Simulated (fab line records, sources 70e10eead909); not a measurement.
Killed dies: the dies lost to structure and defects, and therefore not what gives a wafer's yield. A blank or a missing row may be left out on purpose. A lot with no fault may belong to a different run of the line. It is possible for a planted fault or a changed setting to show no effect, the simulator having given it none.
fab line records	flow nand_harc
record lots=24	wafers=72	last_day=24
route steps=1159 shown P_M0@269 P_M1@306 P_M2@339 P_BONDPAD@364
lots untouched by any fault: they come from a run of this same line in which no faults occurred
start_h: start of the lot's first displayed wafer, in hours after the record's first day	wait_h: hours from the lot's prior step to this one	" identical to the entry in the row above	L1.1+2: a row that stands for several wafers	- no value present, or no start provided	* or withheld: withheld	< > ~ a bound
route shown NAME@n: NAME is a module with steps in the file, n the number in the route of the first one	usual: average and standard deviation across the fault-free wafers	same: alike in all rows	chamber/n: place in a boat	sites: readings site by site	_std_site: the standard deviation of these	_edge_site: inner sites' mean taken away from outer sites' mean	radius_mm: for every site, how far away it sits from the centre of the wafer	mask NAME#n: copy n	behind: the most recent tool/chamber to have shaped the wafer	hold: what put the lot on hold/how long, in hours/how the hold closed	device: the transistor (n, p or np) that didn't switch	end of line: the route-end tests of the same wafers	a step given without rows: its recipe and nothing more	killed: at the first sort, the dies lost to defects and structure; wafer yield is something else	map: dies across one wafer; x = killed, . = not, _ = none there
set.NAME: the setting as run; set.NAME@STEP: as run at that earlier step	model.NAME: the simulator's own value behind a step, which no gauge read
steps of the route over a sample of lots; a table a step, a row a wafer
services: the hour from which a tool's chamber was out of use, counted from the record's first day as start_h (under 0 if before that day), plus the number of hours and why
## steps
# step NHARC_P_M0_CD_MEAS_16
# usual cd_nm=90.2/1.1
lot.wafer	tool	chamber	start_h	wait_h	cd_nm
L075.1	cd_sem-01	-	128.37	-	89.6
L075.3	"	-	"	"	89.2
L075.6	"	-	"	"	88.5
L074.2	cd_sem-03	-	130.40	-	90.8
L074.3	"	-	"	"	90.4
L074.5	"	-	"	"	91.4
L076.2	cd_sem-03	-	137.62	-	90.4
L076.3	"	-	"	"	90.2
L076.4	"	-	"	"	91.0
L078.1	cd_sem-03	-	141.16	-	90.4
L078.4	"	-	"	"	89.0
L078.5	"	-	"	"	90.0
L077.3	cd_sem-01	-	141.72	-	89.6
L077.5	"	-	"	"	88.2
L077.6	"	-	"	"	87.8
L079.4	cd_sem-01	-	145.53	-	90.5
L079.5	"	-	"	"	91.2
L079.6	"	-	"	"	90.5
L080.2	cd_sem-03	-	150.57	-	88.7
L080.4	"	-	"	"	90.0
L080.5	"	-	"	"	91.3
L081.2	cd_sem-03	-	159.39	-	91.2
L081.5	"	-	"	"	90.8
L081.6	"	-	"	"	88.8
L082.1	cd_sem-01	-	170.39	-	90.1
L082.4	"	-	"	"	90.7
L082.5	"	-	"	"	90.0
L083.1	cd_sem-03	-	173.50	-	89.5
L083.3	"	-	"	"	89.8
L083.5	"	-	"	"	89.0
L084.1	cd_sem-01	-	176.78	-	90.8
L084.5	"	-	"	"	90.5
L084.6	"	-	"	"	91.9
L088.1	cd_sem-01	-	189.60	-	90.1
L088.4	"	-	"	"	90.1
L088.5	"	-	"	"	89.7
L087.1	cd_sem-01	-	194.94	-	89.4
L087.3	"	-	"	"	89.7
L087.5	"	-	"	"	91.2
L086.1	cd_sem-02	-	195.60	-	91.0
L086.5	"	-	"	"	89.7
L086.6	"	-	"	"	90.4
L085.1	cd_sem-01	-	197.01	-	88.8
L085.3	"	-	"	"	87.9
L085.5	"	-	"	"	88.2
L089.3	cd_sem-01	-	206.43	-	89.8
L089.4	"	-	"	"	88.6
L089.5	"	-	"	"	91.7
L090.1	cd_sem-01	-	214.61	-	89.2
L090.3	"	-	"	"	90.2
L090.5	"	-	"	"	89.9
L091.1	cd_sem-01	-	214.93	-	91.3
L091.3	"	-	"	"	88.8
L091.6	"	-	"	"	90.0
L093.3	cd_sem-01	-	229.73	0.1	91.7
L093.4	"	-	"	"	90.8
L093.6	"	-	"	"	91.0
L092.1	cd_sem-02	-	234.80	-	92.2
L092.2	"	-	"	"	92.2
L092.6	"	-	"	"	89.3
L094.1	cd_sem-03	-	235.29	-	89.9
L094.3	"	-	"	"	89.3
L094.6	"	-	"	"	90.2
L096.1	cd_sem-03	-	243.05	-	90.7
L096.2	"	-	"	"	91.6
L096.5	"	-	"	"	90.5
L095.4	cd_sem-02	-	243.51	-	91.0
L095.5	"	-	"	"	90.6
L095.6	"	-	"	"	91.7
L097.1	cd_sem-01	-	251.29	-	89.6
L097.2	"	-	"	"	90.7
L097.5	"	-	"	"	89.3
# step NHARC_P_M1_PRE_CLEAN_30
# recipe time_s=30	temp_c=280	gas=H2/He
# usual heater_power_w=380/35
lot.wafer	tool	chamber	start_h	wait_h	heater_power_w
L075.3	pvd_sputter-02	-	-	-	343
L075.1	"	-	"	"	414
L075.6	"	-	"	"	422
L074.3	pvd_sputter-01	-	-	-	355
L074.2	"	-	"	"	331
L074.5	"	-	"	"	339
L076.2	pvd_sputter-03	-	-	-	397
L076.4	"	-	"	"	397
L076.3	"	-	"	"	359
L078.4	pvd_sputter-02	-	-	-	345
L078.1	"	-	"	"	362
L078.5	"	-	"	"	419
L077.3	pvd_sputter-02	-	-	-	421
L077.5	"	-	"	"	367
L077.6	"	-	"	"	342
L079.4	pvd_sputter-01	-	-	-	346
L079.6	"	-	"	"	339
L079.5	"	-	"	"	489
L080.2	pvd_sputter-03	-	-	-	354
L080.4	"	-	"	"	384
L080.5	"	-	"	"	399
L081.2	pvd_sputter-02	-	-	-	348
L081.5	"	-	"	"	364
L081.6	"	-	"	"	378
L082.4	pvd_sputter-02	-	-	-	333
L082.1	"	-	"	"	367
L082.5	"	-	"	"	416
L083.3	pvd_sputter-02	-	-	-	342
L083.1	"	-	"	"	420
L083.5	"	-	"	"	339
L084.1	pvd_sputter-01	-	-	-	341
L084.5	"	-	"	"	345
L084.6	"	-	"	"	369
L088.4	pvd_sputter-02	-	-	-	418
L088.1	"	-	"	"	364
L088.5	"	-	"	"	425
L087.1	pvd_sputter-03	-	-	-	411
L087.3	"	-	"	"	354
L087.5	"	-	"	"	398
L086.1	pvd_sputter-02	-	-	-	369
L086.6	"	-	"	"	344
L086.5	"	-	"	"	418
L085.3	pvd_sputter-03	-	-	-	362
L085.1	"	-	"	"	393
L085.5	"	-	"	"	405
L089.3	pvd_sputter-03	-	-	-	398
L089.4	"	-	"	"	400
L089.5	"	-	"	"	417
L090.3	pvd_sputter-03	-	-	-	375
L090.1	"	-	"	"	406
L090.5	"	-	"	"	379
L091.3	pvd_sputter-03	-	-	-	357
L091.1	"	-	"	"	399
L091.6	"	-	"	"	404
L093.4	pvd_sputter-01	-	-	-	366
L093.3	"	-	"	"	342
L093.6	"	-	"	"	322
L092.1	pvd_sputter-03	-	-	-	400
L092.2	"	-	"	"	381
L092.6	"	-	"	"	403
L094.3	pvd_sputter-03	-	-	-	401
L094.1	"	-	"	"	379
L094.6	"	-	"	"	352
L096.2	pvd_sputter-02	-	-	-	372
L096.1	"	-	"	"	411
L096.5	"	-	"	"	350
L095.4	pvd_sputter-03	-	-	-	379
L095.5	"	-	"	"	347
L095.6	"	-	"	"	389
L097.1	pvd_sputter-03	-	-	-	347
L097.2	"	-	"	"	403
L097.5	"	-	"	"	388
# step NHARC_P_M1_CMP_23
# recipe t_overpolish_s=20	target_thk_nm=157.82
# usual motor_current_A=12.0/1.4	time_to_endpoint_s=29/3.5
# same t_overpolish_s=20
lot.wafer	tool	chamber	start_h	wait_h	motor_current_A	time_to_endpoint_s
L075.1	cmp-03	2	134.29	-	12.3	28
L075.3	"	3	"	"	14.6	28
L075.6	"	2	"	"	12.6	27
L074.3	cmp-01	0	136.48	-	12.8	28
L074.2	"	2	"	"	10.2	33
L074.5	"	0	"	"	12.2	28
L076.3	cmp-03	0	143.78	-	10.2	31
L076.2	"	1	"	"	11.8	29
L076.4	"	2	"	"	12.6	27
L078.4	cmp-04	2	146.95	-	13.5	27
L078.1	"	0	"	"	13.7	31
L078.5	"	2	"	"	13.2	26
L077.3	cmp-03	1	147.66	-	11.6	27
L077.5	"	0	"	"	10.5	31
L077.6	"	1	"	"	11.6	28
L079.4	cmp-01	2	152.04	-	10.3	34
L079.6	"	3	"	"	11.1	23
L079.5	"	0	"	"	12.1	29
L080.2	cmp-04	0	156.63	-	13.4	33
L080.4	"	1	"	"	12.5	29
L080.5	"	0	"	"	13.5	36
L081.2	cmp-03	2	165.90	-	12.1	24
L081.6	"	0	"	"	10.5	28
L081.5	"	1	"	"	11.8	27
L082.1	cmp-03	1	176.29	-	11.9	27
L082.4	"	0	"	"	10.4	31
L082.5	"	2	"	"	12.3	23
L083.1	cmp-03	2	179.35	-	13.0	24
L083.3	"	0	"	"	10.1	30
L083.5	"	2	"	"	13.2	24
L084.1	cmp-04	2	182.86	-	14.0	28
L084.5	"	1	"	"	11.8	29
L084.6	"	2	"	"	13.5	27
L088.4	cmp-01	0	195.40	-	12.6	31
L088.1	"	1	"	"	11.5	28
L088.5	"	0	"	"	12.1	30
L087.3	cmp-04	3	200.95	-	10.6	38
L087.1	"	1	"	"	11.5	33
L087.5	"	3	"	"	10.9	37
L086.1	cmp-03	2	201.57	-	12.7	26
L086.5	"	3	"	"	15.3	28
L086.6	"	0	"	"	10.1	29
L085.3	cmp-03	1	202.87	-	11.2	25
L085.1	"	0	"	"	9.7	30
L085.5	"	1	"	"	11.8	28
L089.3	cmp-03	0	212.93	-	10.5	29
L089.4	"	3	"	"	14.6	29
L089.5	"	1	"	"	11.5	28
L090.3	cmp-01	1	220.67	-	11.1	30
L090.1	"	0	"	"	13.3	32
L090.5	"	2	"	"	10.6	32
L091.3	cmp-01	2	221.88	-	10.9	35
L091.1	"	0	"	"	13.2	31
L091.6	"	2	"	"	10.2	33
L093.4	cmp-01	2	236.15	-	10.4	35
L093.3	"	3	"	"	11.0	26
L093.6	"	0	"	"	12.8	34
L092.1	cmp-04	3	240.66	-	11.4	33
L092.2	"	0	"	"	12.5	34
L092.6	"	3	"	"	11.8	34
L094.3	cmp-03	2	241.24	-	12.7	24
L094.1	"	3	"	"	15.2	28
L094.6	"	2	"	"	12.4	22
L096.2	cmp-01	2	249.78	-	10.0	36
L096.1	"	1	"	"	11.5	29
L096.5	"	2	"	"	10.7	32
L095.4	cmp-04	0	250.07	-	13.5	35
L095.6	"	1	"	"	11.4	31
L095.5	"	2	"	"	13.3	28
L097.1	cmp-01	3	257.11	-	11.1	25
L097.2	"	0	"	"	12.6	33
L097.5	"	1	"	"	11.5	29
# step NHARC_P_M1_DEP_33
# recipe target_thk_a=300	temp_c=370	target_thk_nm=30	pressure_torr=3	flow_sccm=200	rf_w=450	material=SiCN
# usual chamber_pressure_Torr=3.000/0.0067	heater_power_w=577/71
lot.wafer	tool	chamber	start_h	wait_h	chamber_pressure_Torr	heater_power_w
L075.3	pecvd-02	0	134.91	0.1	2.994	514
L075.1	"	2	"	"	2.996	578
L075.6	"	2	"	"	3.001	594
L074.3	pecvd-01	0	137.07	0.1	3.002	565
L074.2	"	2	"	"	2.998	552
L074.5	"	1	"	"	2.995	587
L076.2	pecvd-02	1	144.44	0.1	2.991	684
L076.3	"	2	"	"	3.002	550
L076.4	"	0	"	"	3.002	521
L078.1	pecvd-01	2	147.62	0.1	3.013	535
L078.5	"	1	"	"	2.990	608
L078.4	"	2	"	"	3.018	544
L077.3	pecvd-02	2	148.33	0.1	3.001	604
L077.6	"	0	"	"	2.999	482
L077.5	"	2	"	"	2.997	600
L079.5	pecvd-01	1	152.70	0.2	3.017	620
L079.4	"	2	"	"	2.998	504
L079.6	"	0	"	"	2.998	602
L080.2	pecvd-01	0	157.45	0.1	2.993	648
L080.4	"	2	"	"	3.007	548
L080.5	"	1	"	"	3.003	612
L081.2	pecvd-02	1	166.46	0.1	3.000	689
L081.6	"	1	"	"	3.002	682
L081.5	"	0	"	"	3.015	511
L082.1	pecvd-02	0	176.93	0.1	3.001	577
L082.5	"	0	"	"	3.006	572
L082.4	"	1	"	"	2.999	733
L083.1	pecvd-02	1	180.03	0.1	2.996	734
L083.3	"	2	"	"	3.003	562
L083.5	"	0	"	"	3.012	596
L084.1	pecvd-04	2	183.54	0.1	3.002	569
L084.6	"	0	"	"	3.004	504
L084.5	"	1	"	"	3.008	694
L088.1	pecvd-01	2	196.13	0.1	2.999	453
L088.5	"	1	"	"	2.991	572
L088.4	"	2	"	"	3.007	468
L087.3	pecvd-01	1	201.83	0.1	2.995	527
L087.1	"	2	"	"	2.989	541
L087.5	"	1	"	"	3.007	524
L086.1	pecvd-02	2	202.15	0.1	3.008	568
L086.5	"	1	"	"	2.996	716
L086.6	"	2	"	"	3.004	571
L085.1	pecvd-01	1	203.49	0.1	3.011	593
L085.3	"	0	"	"	2.995	579
L085.5	"	1	"	"	3.000	579
L089.3	pecvd-02	1	213.63	0.1	3.007	697
L089.5	"	0	"	"	3.011	571
L089.4	"	1	"	"	3.003	723
L090.1	pecvd-04	0	221.29	0.1	3.002	466
L090.3	"	2	"	"	2.996	530
L090.5	"	2	"	"	3.002	536
L091.3	pecvd-01	1	222.47	0.1	3.004	583
L091.1	"	0	"	"	3.001	600
L091.6	"	1	"	"	3.006	583
L093.3	pecvd-01	1	236.73	0.1	2.991	546
L093.6	"	2	"	"	2.996	525
L093.4	"	0	"	"	3.008	563
L092.2	pecvd-04	0	241.25	0.1	3.009	450
L092.1	"	2	"	"	3.009	560
L092.6	"	0	"	"	3.012	448
L094.3	pecvd-04	0	242.00	0.1	2.999	459
L094.1	"	2	"	"	3.001	553
L094.6	"	2	"	"	3.002	564
L096.1	pecvd-02	2	250.48	0.1	2.999	523
L096.2	"	0	"	"	3.006	546
L096.5	"	2	"	"	2.998	525
L095.5	pecvd-01	1	250.74	0.2	2.994	514
L095.6	"	2	"	"	2.995	566
L095.4	"	0	"	"	2.994	589
L097.1	pecvd-01	0	257.71	0.1	2.999	561
L097.2	"	1	"	"	2.997	531
L097.5	"	1	"	"	2.994	530
# step NHARC_P_M2_PRE_CLEAN_30
# recipe time_s=30	temp_c=280	gas=H2/He
# usual heater_power_w=380/43
lot.wafer	tool	chamber	start_h	wait_h	heater_power_w
L075.1	pvd_sputter-01	-	-	-	336
L075.3	"	-	"	"	353
L075.6	"	-	"	"	338
L074.2	pvd_sputter-01	-	-	-	496
L074.3	"	-	"	"	354
L074.5	"	-	"	"	491
L076.3	pvd_sputter-01	-	-	-	347
L076.2	"	-	"	"	331
L076.4	"	-	"	"	477
L078.4	pvd_sputter-01	-	-	-	332
L078.1	"	-	"	"	486
L078.5	"	-	"	"	327
L077.3	pvd_sputter-03	-	-	-	408
L077.5	"	-	"	"	374
L077.6	"	-	"	"	395
L079.4	pvd_sputter-01	-	-	-	329
L079.5	"	-	"	"	344
L079.6	"	-	"	"	343
L080.2	pvd_sputter-03	-	-	-	356
L080.4	"	-	"	"	403
L080.5	"	-	"	"	383
L081.2	pvd_sputter-03	-	-	-	395
L081.5	"	-	"	"	358
L081.6	"	-	"	"	386
L082.4	pvd_sputter-02	-	-	-	364
L082.1	"	-	"	"	376
L082.5	"	-	"	"	358
L083.3	pvd_sputter-03	-	-	-	401
L083.1	"	-	"	"	369
L083.5	"	-	"	"	406
L084.1	pvd_sputter-01	-	-	-	328
L084.5	"	-	"	"	509
L084.6	"	-	"	"	353
L088.1	pvd_sputter-02	-	-	-	365
L088.4	"	-	"	"	369
L088.5	"	-	"	"	356
L087.1	pvd_sputter-02	-	-	-	376
L087.3	"	-	"	"	420
L087.5	"	-	"	"	361
L086.1	pvd_sputter-03	-	-	-	352
L086.5	"	-	"	"	405
L086.6	"	-	"	"	404
L085.1	pvd_sputter-03	-	-	-	396
L085.3	"	-	"	"	355
L085.5	"	-	"	"	397
L089.3	pvd_sputter-01	-	-	-	506
L089.4	"	-	"	"	358
L089.5	"	-	"	"	514
L090.1	pvd_sputter-03	-	-	-	394
L090.3	"	-	"	"	409
L090.5	"	-	"	"	382
L091.1	pvd_sputter-02	-	-	-	391
L091.3	"	-	"	"	337
L091.6	"	-	"	"	352
L093.3	pvd_sputter-02	-	-	-	378
L093.4	"	-	"	"	342
L093.6	"	-	"	"	384
L092.2	pvd_sputter-01	-	-	-	354
L092.1	"	-	"	"	499
L092.6	"	-	"	"	367
L094.1	pvd_sputter-02	-	-	-	340
L094.3	"	-	"	"	339
L094.6	"	-	"	"	381
L096.1	pvd_sputter-03	-	-	-	375
L096.2	"	-	"	"	351
L096.5	"	-	"	"	388
L095.4	pvd_sputter-02	-	-	-	407
L095.5	"	-	"	"	414
L095.6	"	-	"	"	345
L097.2	pvd_sputter-03	-	-	-	351
L097.1	"	-	"	"	413
L097.5	"	-	"	"	355
# step NHARC_P_BONDPAD_CD_MEAS_09
# recipe target_cd_nm=500	landing_energy_ev=500
# usual cd_nm=501.2/2.4
lot.wafer	tool	chamber	start_h	wait_h	cd_nm
L075.1	cd_sem-03	0	140.82	-	500.6
L075.3	"	0	"	"	502.1
L075.6	"	0	"	"	499.0
L074.2	cd_sem-02	0	142.91	-	505.8
L074.3	"	0	"	"	499.7
L074.5	"	0	"	"	496.9
L076.2	cd_sem-01	0	150.26	-	504.8
L076.3	"	0	"	"	499.1
L076.4	"	0	"	"	502.8
L078.1	cd_sem-02	0	154.06	-	500.1
L078.4	"	0	"	"	506.1
L078.5	"	0	"	"	500.0
L077.3	cd_sem-02	0	154.45	-	499.0
L077.5	"	0	"	"	501.6
L077.6	"	0	"	"	505.0
L079.4	cd_sem-01	0	159.03	-	500.3
L079.5	"	0	"	"	503.4
L079.6	"	0	"	"	503.8
L080.2	cd_sem-01	0	163.22	-	499.4
L080.4	"	0	"	"	501.0
L080.5	"	0	"	"	501.7
L081.2	cd_sem-01	0	172.69	-	504.1
L081.5	"	0	"	"	506.8
L081.6	"	0	"	"	504.5
L082.1	cd_sem-02	0	182.88	-	505.4
L082.4	"	0	"	"	502.0
L082.5	"	0	"	"	501.1
L083.1	cd_sem-02	0	186.28	-	502.3
L083.3	"	0	"	"	503.0
L083.5	"	0	"	"	502.8
L084.1	cd_sem-02	0	189.31	-	503.3
L084.5	"	0	"	"	502.1
L084.6	"	0	"	"	501.5
L088.1	cd_sem-02	0	202.53	-	501.3
L088.4	"	0	"	"	498.7
L088.5	"	0	"	"	501.3
L087.1	cd_sem-01	0	207.75	-	498.7
L087.3	"	0	"	"	498.4
L087.5	"	0	"	"	499.1
L086.1	cd_sem-01	0	208.21	-	500.8
L086.5	"	0	"	"	501.3
L086.6	"	0	"	"	498.3
L085.1	cd_sem-03	0	209.40	-	504.0
L085.3	"	0	"	"	502.7
L085.5	"	0	"	"	504.5
L089.3	cd_sem-01	0	219.70	-	507.0
L089.4	"	0	"	"	500.6
L089.5	"	0	"	"	504.9
L090.1	cd_sem-03	0	227.00	-	495.5
L090.3	"	0	"	"	500.0
L090.5	"	0	"	"	499.5
L091.1	cd_sem-03	0	228.36	-	500.7
L091.3	"	0	"	"	500.9
L091.6	"	0	"	"	501.7
L093.3	cd_sem-03	0	242.50	-	500.4
L093.4	"	0	"	"	497.9
L093.6	"	0	"	"	501.6
L092.1	cd_sem-03	0	247.42	-	504.4
L092.2	"	0	"	"	502.2
L092.6	"	0	"	"	502.1
L094.1	cd_sem-02	0	248.24	-	500.3
L094.3	"	0	"	"	498.5
L094.6	"	0	"	"	500.4
L096.1	cd_sem-02	0	256.55	-	505.3
L096.2	"	0	"	"	501.6
L096.5	"	0	"	"	500.9
L095.4	cd_sem-02	0	256.63	-	498.7
L095.5	"	0	"	"	498.2
L095.6	"	0	"	"	497.3
L097.1	cd_sem-01	0	263.37	-	500.8
L097.2	"	0	"	"	499.1
L097.5	"	0	"	"	500.1
## services
tool	chamber	start_h	hours	kind
pecvd-02	1	117.31	6.2	repair
cmp-03	-	144.96	1.5	repair
pvd_sputter-02	-	148.48	3.7	repair
pecvd-02	-	153.19	13.0	pm
cmp-03	-	156.00	4.0	pm
pvd_sputter-01	-	158.00	10.0	pm
cmp-01	-	158.02	2.4	repair
cmp-04	-	164.84	4.5	repair
cmp-01	-	168.16	0.5	repair
pvd_sputter-03	-	176.10	4.3	repair
cmp-03	-	177.27	2.0	repair
cmp-01	-	179.64	4.0	pm
pvd_sputter-03	-	184.20	6.2	repair
cmp-04	-	195.17	0.2	repair
cmp-04	-	203.00	4.0	pm
pvd_sputter-02	-	214.00	10.0	pm
cmp-03	-	215.34	7.8	repair
cmp-01	-	223.67	3.0	repair
pecvd-01	-	237.00	13.0	pm
pvd_sputter-02	-	241.48	1.1	repair
cmp-04	-	244.91	1.0	repair
pvd_sputter-01	-	248.87	13.3	repair
cmp-03	-	254.00	4.0	pm
cmp-04	-	255.27	0.6	repair
## key
fault none
